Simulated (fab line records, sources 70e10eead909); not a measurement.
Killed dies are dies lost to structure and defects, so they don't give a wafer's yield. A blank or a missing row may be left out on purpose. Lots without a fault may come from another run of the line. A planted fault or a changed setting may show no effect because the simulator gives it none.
Problem report in the 8D (eight disciplines) form, filled by code | flow nand_harc | the parts of the form that need people (team, actions taken, sign-off) are left out

1. THE PROBLEM
thk_nm at NHARC_A_ONON_D1_THK_MEAS_14 reads a mean of 1851 nm on 6 wafers of 2 lots; wafers without a fault read 997 nm with a standard deviation of 8.7. That is +98 standard deviations from the usual mean.
The step: measures by ellipsometry.
First seen on wafer L456.2, day 15 01:08, on film_metro-02. The record holds 39 wafers of 13 lots with a number at this step. Rule for "out", or "out of limits": more than 4 standard deviations from the usual mean. The other wafers with a number count as sound.

2. WHAT IT IS AND WHAT IT IS NOT
question                    | is                           | is not
which readings at this step | thk_nm                       | -
which lots                  | L456, L458                   | L440, L443, L444, L445, L446, L447, L448, L449, L459, L461, L462
which wafers of those lots  | all that have a number       | -
read on which gauges        | film_metro-01, film_metro-02 | -
when                        | from day 15 01:08            | up to then (24 sound wafers); but 9 sound wafers of L459, L461, L462 came after

3. SUSPECTS, AND WHAT RULES EACH OUT
Counting: a tool at a process step up to the reading stays a suspect if it ran every lot that is out and no sound lot after the first of them.
- the gauge at NHARC_A_ONON_D1_THK_MEAS_14: ruled out. The wafers that are out were read on 2 gauges (film_metro-01, film_metro-02).
- rie_diel-12 at NHARC_A_ZERO_WELL_ETCH_19 (etches the open film in N2/H2, target depth 80 nm, overetch 24 nm, time 87.88 s): ruled out as a lasting fault. Sound lots L459, L461, L462 ran on it after its first lot that is out, L456 (day 13 22:55).
- rtp_anneal-02 at NHARC_A_ZERO_WELL_RTA_16 (time 10 s): ruled out as a lasting fault. Sound lots L459, L461, L462 ran on it after its first lot that is out, L456 (day 13 23:58).
- pecvd_onon-04 at NHARC_A_ONON_D1_DEP_12 (target thk 1000 nm): kept. It ran every lot that is out, first L456 (day 15 00:41), and no sound lot after that; its last sound lot up to then is L449 (day 12 00:50).
Left after counting: pecvd_onon-04 at NHARC_A_ONON_D1_DEP_12.

4. THE CAUSE (what the simulator had put in)
Process parameter drift: pecvd_onon-04, from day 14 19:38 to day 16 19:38, at NHARC_A_ONON_D1_DEP_12. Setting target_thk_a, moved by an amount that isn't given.
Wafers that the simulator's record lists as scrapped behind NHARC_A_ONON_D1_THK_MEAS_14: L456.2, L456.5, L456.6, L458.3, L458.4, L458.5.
Counting left only this tool.

5. THE CHAIN OF EFFECTS, in route order
Each row: a reading whose mean over the struck wafers that have a number lies more than 3 standard deviations from the usual. Only readings for which the record gives a usual standard deviation are gone through. hours: the time from each lot's start at the first step in this table that gives one to its start at this step, as a median over the lots. sigmas: the change in usual standard deviations.
hours | step                        | reading | usual  | on struck wafers | change | sigmas
0     | NHARC_A_ONON_D1_THK_MEAS_14 | thk_nm  | 997 nm | 1851             | +854   | +98

6. WHAT WOULD HAVE CAUGHT IT SOONER
In this record the first reading out of limits at a measuring or inspecting step was taken at day 15 01:08, 6 hours after the fault began at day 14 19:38.
Of the lots that are out (2), L458 began NHARC_A_ONON_D1_DEP_12 on pecvd_onon-04 after day 15 01:08. A hold on the tool at that time would have spared it.
